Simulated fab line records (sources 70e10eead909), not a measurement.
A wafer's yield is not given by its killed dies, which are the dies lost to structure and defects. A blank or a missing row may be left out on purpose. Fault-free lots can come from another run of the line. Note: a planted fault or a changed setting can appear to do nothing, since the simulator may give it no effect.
The same fault as seen by 2 desks || flow nand-harc || numbers are kept per desk, each desk with only its own; the story behind them comes last

THE TOOL OWNER'S DESK: rie-diel-05
The tool's own readings at NHARC_A_CHANNEL_FILL_D2_ETCHBACK_20 (etches the open film in C4F8/O2/Ar, target depth 27 nm, time 13.5 s): means of the sampled wafers that have a number, for each lot that ran on this tool. A lot is out of limits, marked OUT, if its mean lies more than 4 standard deviations from the usual mean; the brackets give that distance.
Columns: A = oes-product-au at NHARC_A_CHANNEL_FILL_D2_ETCHBACK_20, usual 0.988 a.u.; B = rf-vpp-V at NHARC_A_CHANNEL_FILL_D2_ETCHBACK_20, usual 980 V; C = run-length-s at NHARC_A_CHANNEL_FILL_D2_ETCHBACK_20, usual 34.7 s
{"lot": "L529", "first seen here": "day 15 01:43", "A": 0.922, "B": 979, "C": 34.8}
{"lot": "L530", "first seen here": "day 15 18:18", "A": 1.009, "B": 980, "C": 34.6}
{"lot": "L535", "first seen here": "day 17 16:16", "A": 1.005, "B": 978, "C": 34.7}
{"lot": "L541", "first seen here": "day 19 13:53", "A": 0.978, "B": 982, "C": 34.8}
{"lot": "L545", "first seen here": "day 22 02:15", "A": 1.002, "B": 979, "C": 33.3}
{"lot": "L547", "first seen here": "day 22 12:49", "A": 1.008, "B": 979, "C": 33.6}
This desk's finding: nothing out of limits on any of the 6 lots.

THE METROLOGY DESK
Lot by lot, what the gauges showed, no matter which tool ran the lot: averages of those sampled wafers that carry a number. A lot is out of limits, marked OUT, if its mean lies more than 4 standard deviations from the usual mean; the brackets give that distance.
Columns: A = cd-nm at NHARC_A_CHANNEL_HOLE_D2_CD_MEAS_31, usual 90.0 nm
{"lot": "L529", "first seen here": "day 14 01:44", "A": 89.7}
{"lot": "L531", "first seen here": "day 14 17:47", "A": 90.7}
{"lot": "L530", "first seen here": "day 14 18:58", "A": 90.5}
{"lot": "L535", "first seen here": "day 16 14:46", "A": 90.0}
{"lot": "L536", "first seen here": "day 16 23:19", "A": 89.9}
{"lot": "L537", "first seen here": "day 17 11:53", "A": 90.1}
{"lot": "L541", "first seen here": "day 18 13:54", "A": 90.6}
{"lot": "L543", "first seen here": "day 20 04:21", "A": 90.4}
{"lot": "L545", "first seen here": "day 20 21:59", "A": 90.9}
{"lot": "L547", "first seen here": "day 21 09:49", "A": 90.4}
{"lot": "L548", "first seen here": "day 22 17:26", "A": 88.4}
{"lot": "L549", "first seen here": "day 22 19:28", "A": 89.7}
This desk's finding: nothing out of limits on any of the 12 lots.

PUT TOGETHER
The desk of the tool owner found nothing out of limits.
From the metrology desk's view, nothing was out of limits.

WHAT THE SIMULATOR PUT IN
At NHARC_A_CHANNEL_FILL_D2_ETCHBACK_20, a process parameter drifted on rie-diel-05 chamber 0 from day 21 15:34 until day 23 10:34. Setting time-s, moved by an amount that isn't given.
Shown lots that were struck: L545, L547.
